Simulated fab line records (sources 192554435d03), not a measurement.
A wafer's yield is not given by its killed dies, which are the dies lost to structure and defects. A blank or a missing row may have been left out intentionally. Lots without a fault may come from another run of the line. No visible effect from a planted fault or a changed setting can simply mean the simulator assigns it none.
Check of tool commonality	flow n5-finfet	8 lots, 24 wafers sampled

== WHY IT WAS OPENED ==
On 3 of the 8 lots, a flag is raised at N5_BEOL_M3_OCD_MEAS_38 on the reading trench-depth-nm. No-fault wafers: 55.5 nm, standard deviation 0.9.
Rule: a lot is flagged when every wafer of it that has a number lies more than 4 standard deviations from that mean, or none has a number. All remaining lots are regarded as sound.

lot	measured	on	trench-depth-nm (nm), wafer by wafer	flag
L205	day 7 03:07	ocd-01	54.9 55.4 57.4	
L214	day 9 21:41	ocd-01	55.5 55.0 56.1	
L218	day 11 01:46	ocd-02	0.1 0 0	FLAGGED
L219	day 11 05:07	ocd-01	0.1 0 0	FLAGGED
L220	day 11 10:00	ocd-02	0.5 0 0.4	FLAGGED
L222	day 12 02:36	ocd-01	56.3 57.5 56.3	
L225	day 12 09:37	ocd-01	55.4 55.3 56.0	
L228	day 13 21:02	ocd-01	56.0 56.4 55.1	
Average over the flagged lots: 0.1 nm; offset from the usual -55.4 nm, equal to -62 standard deviations.

== TOOL THAT RAN EACH LOT ==
The record holds 3 process steps before the reading, out of a route of 1938 steps. Read each cell as the tool, then ch plus the chambers that the sampled wafers visited, then the start.
lot	flag	N5_BEOL_M3_STRIP_19	N5_BEOL_M3_TRENCH_ETCH_37	N5_BEOL_M3_STRIP_97
L205		rie-diel-04 ch 0,3, day 7 00:17	rie-diel-05 ch 0,1,3, day 7 02:58	rie-diel-05 ch 0,1,3, day 7 03:07 or earlier
L214		rie-diel-04 ch 0,2, day 9 08:31	rie-diel-04 ch 1,2, day 9 21:32	rie-diel-04 ch 1,2, day 9 21:41 or earlier
L218	FLAGGED	rie-diel-04 ch 0,2,3, day 10 15:02	rie-diel-04 ch 0,1,3, day 11 01:35	rie-diel-04 ch 0,1,3, day 11 01:46 or earlier
L219	FLAGGED	rie-diel-03 ch 1,2,3, day 10 18:34	rie-diel-04 ch 1,2,3, day 11 04:58	rie-diel-04 ch 1,2,3, day 11 05:07 or earlier
L220	FLAGGED	rie-diel-04 ch 0,1, day 11 05:52	rie-diel-05 ch 1,2, day 11 09:50	rie-diel-05 ch 1,2, day 11 10:00 or earlier
L222		rie-diel-04 ch 0,2,3, day 11 17:02	rie-diel-03 ch 1,2,3, day 12 02:26	rie-diel-03 ch 1,2,3, day 12 02:36 or earlier
L225		rie-diel-04 ch 1,2, day 12 03:43	rie-diel-04 ch 0,1,2, day 12 09:28	rie-diel-04 ch 0,1,2, day 12 09:37 or earlier
L228		rie-diel-05 ch 1,2, day 13 02:06	rie-diel-03 ch 0,1, day 13 20:53	rie-diel-03 ch 0,1, day 13 21:02 or earlier
These steps, and what they do:
- N5_BEOL_M3_STRIP_19: strips in O2.
- N5_BEOL_M3_TRENCH_ETCH_37: etches SiOC in C4F6/O2, target depth 55.555 nm, time 29.2 s.
- N5_BEOL_M3_STRIP_97: strips in N2/H2, time 10 s.
- N5_BEOL_M3_OCD_MEAS_38

== FLAGGED OVER TOTAL, TOOL BY TOOL (the gauges that took the reading come last) ==
step	tool	lots run	flagged	share of the flagged lots	sound lots run after its first flagged lot
N5_BEOL_M3_STRIP_19	rie-diel-03	1	1	some	0
N5_BEOL_M3_STRIP_19	rie-diel-04	6	2	some	2 (L222,L225)
N5_BEOL_M3_STRIP_19	rie-diel-05	1	0	none	-
N5_BEOL_M3_TRENCH_ETCH_37	rie-diel-03	2	0	none	-
N5_BEOL_M3_TRENCH_ETCH_37	rie-diel-04	4	2	some	1 (L225)
N5_BEOL_M3_TRENCH_ETCH_37	rie-diel-05	2	1	some	0
N5_BEOL_M3_STRIP_97	rie-diel-03	2	0	none	-
N5_BEOL_M3_STRIP_97	rie-diel-04	4	2	some	1 (L225)
N5_BEOL_M3_STRIP_97	rie-diel-05	2	1	some	0
N5_BEOL_M3_OCD_MEAS_38	ocd-01	6	1	some	3 (L222,L225,L228)
N5_BEOL_M3_OCD_MEAS_38	ocd-02	2	2	some	0
N5_BEOL_M3_STRIP_97: start missing for some lots; hours and lot order therefore follow N5_BEOL_M3_OCD_MEAS_38.

== THE TABLE: WHAT IT ALLOWS ==
No row of the table ran every flagged lot.

== WHAT THE SIMULATOR HAD PUT IN ==
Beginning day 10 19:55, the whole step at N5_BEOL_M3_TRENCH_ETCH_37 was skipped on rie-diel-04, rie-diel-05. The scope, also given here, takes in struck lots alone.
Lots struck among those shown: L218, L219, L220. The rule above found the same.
